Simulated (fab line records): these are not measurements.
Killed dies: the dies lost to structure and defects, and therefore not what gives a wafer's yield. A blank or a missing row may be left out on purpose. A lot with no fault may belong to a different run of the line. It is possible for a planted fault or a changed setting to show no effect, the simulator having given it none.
Which of the tools did it? + flow nand-harc + Sampling: 6 lots, 18 wafers, 4 of 1302 route steps

## WHAT EACH GAUGE READ, for each wafer
NHARC_END_SORT_01.
| lot  | measured     | on        | defect-limited-yield (%) |
|------|--------------|-----------|--------------------------|
| L567 | day 29 01:17 | prober-02 | 85 86 80                 |

## EACH LOT AND THE TOOL THAT RAN IT (in order: tool; ch and the chambers of the sampled wafers; start)
| lot  | NHARC_P_M2_PRE_CLEAN_32         | NHARC_THIN_TSV_ETCH_44             | NHARC_THIN_TSV_DESCUM_35           |
|------|---------------------------------|------------------------------------|------------------------------------|
| L558 | pecvd-04 ch 1,2, day 7 07:18    | rie-diel-03 ch 0,3, day 23 16:58   | rie-diel-03 ch 0,1, day 23 22:46   |
| L560 | pecvd-02 ch 0,2, day 8 03:40    | rie-diel-03 ch 1,2,3, day 25 09:57 | rie-diel-11 ch 1,2,3, day 25 15:50 |
| L567 | pecvd-03 ch 0,1,2, day 11 04:46 | rie-diel-03 ch 0,1,2, day 28 07:51 | rie-diel-11 ch 0,1, day 28 13:56   |
| L574 | pecvd-02 ch 0,1,2, day 13 23:49 | rie-diel-03 ch 0,1,2, day 31 04:01 | rie-diel-03 ch 0,1,2, day 31 09:52 |
| L576 | pecvd-04 ch 1,2, day 14 21:46   | rie-diel-04 ch 0,1,2, day 32 11:55 | rie-diel-03 ch 0,1,2, day 32 17:37 |
| L579 | pecvd-03 ch 0,2, day 16 01:10   | rie-diel-04 ch 0,2,3, day 33 22:25 | rie-diel-03 ch 1,2,3, day 34 04:09 |
- NHARC_P_M2_PRE_CLEAN_32: time 12 s.
- NHARC_THIN_TSV_ETCH_44: etches the open film in CF4/O2, target depth 1594.2 nm, time 797.1 s.
- NHARC_THIN_TSV_DESCUM_35: chemistry O2, time 3 s.

## THE ANSWER, worked out from the rows above alone
Rule: what is usual is taken from the lots themselves. Put in order of their means at a reading, lots are off if they are a third of the lots or fewer, leave a main group of 4 or more, and stand apart from it by a gap of 3 or more times the standard deviation of the main group's means; of several such gaps the widest counts. A main group whose means are all the same, to the digits that the tables above print for the reading, isn't used. A lot without any number at a reading at which 4 lots or more have one is off too. All remaining lots with rows at the step are treated as sound.
None of the lots is off at any reading shown; this tells nothing.

## WHAT WAS PUT IN BY THE SIMULATOR
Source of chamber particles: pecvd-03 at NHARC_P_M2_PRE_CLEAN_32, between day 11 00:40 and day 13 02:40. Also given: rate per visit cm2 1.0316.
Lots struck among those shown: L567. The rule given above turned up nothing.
